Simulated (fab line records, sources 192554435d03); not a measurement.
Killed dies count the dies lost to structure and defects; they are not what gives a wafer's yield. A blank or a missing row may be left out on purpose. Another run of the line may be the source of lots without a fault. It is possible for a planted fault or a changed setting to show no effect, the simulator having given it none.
Struck lot and sound lot, side by side    flow n5-finfet    14 steps out of a route of 1938
Sound: the wafers L209.2, L209.4, L209.6. Wafers L193.3, L193.4, L193.6 were the ones struck. At the end, the cause is stated.
For every step that has rows: the tool of each side, followed by ch and its chambers, followed by its first start. Under that, the readings that differ: sound wafers    struck wafers    difference of the means    sigmas: that difference in standard deviations of wafers without a fault.
alike: a reading whose means differ by less than 2 such deviations, as well as words and numbers matching on both sides. not compared: withheld readings; readings where some wafer has no value; bounds like >300 that might hide an equal value; numbers whose values overlap and for which the record gives no deviation.
The two part at a step that has a row with sigmas, a row that says differs or no value, or rows on one side only. Numbers that have no deviation but don't overlap get no sigmas and don't part them. Lack of a reading on every wafer of one side parts them only where that side has two or more wafers.

N5_BEOL_M15_VIA_ETCH_16: etches SiO2 in C4F8/O2/Ar, target depth 1792.2 nm.
  sound on rie-diel-06 ch 0,1,3, day 17 14:49; struck on rie-diel-05 ch 0,3, day 14 04:02
  alike: bias-w, drypump-motor-current-A, oes-product-au, rf-fwd-power-W, rf-vpp-V, showerhead-plenum-p-Torr, throttle-valve-pct
N5_BEOL_M15_STRIP_63: strips in O2.
  sound: rie-diel-06 ch 0,1,3; struck: rie-diel-05 ch 0,3
  alike: drypump-motor-current-A, oes-product-au, rf-vpp-V, showerhead-plenum-p-Torr, throttle-valve-pct
  not compared: rf-hours-counter-h
N5_BEOL_M15_STRIP_64: strips in O2.
  sound: rie-diel-06 ch 0,1,3; struck: rie-diel-05 ch 0,3
  alike: drypump-motor-current-A, oes-product-au, rf-vpp-V, showerhead-plenum-p-Torr, throttle-valve-pct
  not compared: rf-hours-counter-h
then, 2 steps without rows for these wafers: N5_BEOL_M15_STRIP_65 (strips in post etch residue remover, time 60 s); N5_BEOL_M15_SRD_66 (time 30 s, dry time 30 s).
N5_BEOL_M15_CD_MEAS_17 targets a cd of 360 nm.
  sound: cd-sem-02 at day 17 15:14; struck: cd-sem-02 at day 14 04:27
  alike: cd-nm
then, 1 step without rows for these wafers: N5_BEOL_M15_COAT_56 (time 60 s, resist thk 550 nm).
N5_BEOL_M15_ETCH_57: etches SOC in N2/H2, time 750 s.
  sound on rie-diel-05 ch 0,2,3, day 17 15:20; struck on rie-diel-06 ch 0,1,2, day 14 04:46
  alike: bias-w, drypump-motor-current-A, oes-product-au, rf-fwd-power-W, rf-vpp-V, showerhead-plenum-p-Torr, throttle-valve-pct
  not compared: rf-hours-counter-h
then, 4 steps without rows for these wafers: N5_BEOL_M15_COAT_60 (time 60 s, resist thk 89 nm); N5_BEOL_M15_COAT_22 (resist thk 800 nm); N5_BEOL_M15_EBR_24; N5_BEOL_M15_SOFTBAKE_23 (time 60 s).
N5_BEOL_M15_EXPOSE_25: exposes mask M15, target cd 400 nm.
  struck on krf-scanner-01, day 14 05:23; sound on krf-scanner-01 ch 0, day 17 15:56
  no value came back on the struck wafers for exposure-dose-mJ-cm2, focus-offset-nm (nm), stage-vel-mm-s (mm/s); on the sound wafers exposure-dose-mJ-cm2 reads 35.57 35.50 35.52
  alike: mask
then, 1 step without rows for these wafers: N5_BEOL_M15_PEB_26 (peb time 90 s).

== WHERE THEY PART ==
At N5_BEOL_M15_EXPOSE_25 and nowhere else, as far as this record goes.

WHY: what had been put in by the simulator
Beginning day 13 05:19, the whole step at N5_BEOL_M15_EXPOSE_25 was skipped on krf-scanner-01. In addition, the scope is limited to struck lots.
